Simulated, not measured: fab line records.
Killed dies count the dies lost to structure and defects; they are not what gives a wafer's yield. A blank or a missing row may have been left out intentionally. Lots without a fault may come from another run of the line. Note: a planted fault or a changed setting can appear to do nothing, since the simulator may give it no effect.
Matching of chambers + flow nand_harc + 3 sister chambers for NHARC_P_M0_PRE_CLEAN_31 on pecvd-03
The step time 12 s. 16 wafers are shown with their chamber, then 8 later ones without.

## EACH WAFER AND ITS CHAMBER
| wafer  | chamber | heater_power_w (W) |
|--------|---------|--------------------|
| L780.1 | 2       | 712                |
| L780.3 | 0       | 550                |
| L780.4 | 1       | 637                |
| L779.1 | 1       | 718                |
| L779.2 | 0       | 580                |
| L779.5 | 0       | 575                |
| L782.2 | 1       | 644                |
| L782.5 | 1       | 632                |
| L782.6 | 2       | 680                |
| L783.3 | 0       | 581                |
| L783.4 | 2       | 697                |
| L783.5 | 0       | 578                |
| L784.1 | 1       | 662                |
| L784.4 | 0       | 537                |
| L784.5 | 2       | 634                |
| L787.2 | 2       | 706                |

SIGNATURES (means of the wafers above)
| reading        | chamber 0 | chamber 1 | chamber 2 | scatter within a chamber |
|----------------|-----------|-----------|-----------|--------------------------|
| heater_power_w | 566.83    | 658.60    | 685.80    | 28.6                     |
Rule: for each reading, subtract the chamber's mean from the wafer's reading, divide by that reading's scatter and square the result; add these up over the readings and take the root, which gives the wafer's distance from the chamber. If the next closest chamber is less than 2 further off than the closest, the wafer can't be placed; otherwise it belongs to the closest. How the scatter is found: for the shown wafers, subtract from each reading the mean of its chamber, square and add these, divide the total by (wafers less chambers), then take the root.

## WAFERS WHOSE CHAMBER IS MISSING
| wafer  | heater_power_w (W) |
|--------|--------------------|
| L787.4 | 718                |
| L787.5 | 567                |
| L788.1 | 515                |
| L788.4 | 694                |
| L788.6 | 515                |
| L798.2 | 712                |
| L798.3 | 742                |
| L798.6 | 705                |

## EACH ONE'S CHAMBER
| wafer  | from the rows above     | in truth |
|--------|-------------------------|----------|
| L787.4 | can't be placed: 2 or 1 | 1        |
| L787.5 | 0                       | 0        |
| L788.1 | 0                       | 0        |
| L788.4 | can't be placed: 2 or 1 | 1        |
| L788.6 | 0                       | 0        |
| L798.2 | can't be placed: 2 or 1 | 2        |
| L798.3 | can't be placed: 2 or 1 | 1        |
| L798.6 | can't be placed: 2 or 1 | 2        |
Placed correctly: 3 of 8. Cannot be placed on the basis of these rows: 5; the candidates contain the true chamber in 5. Placed wrongly: 0.
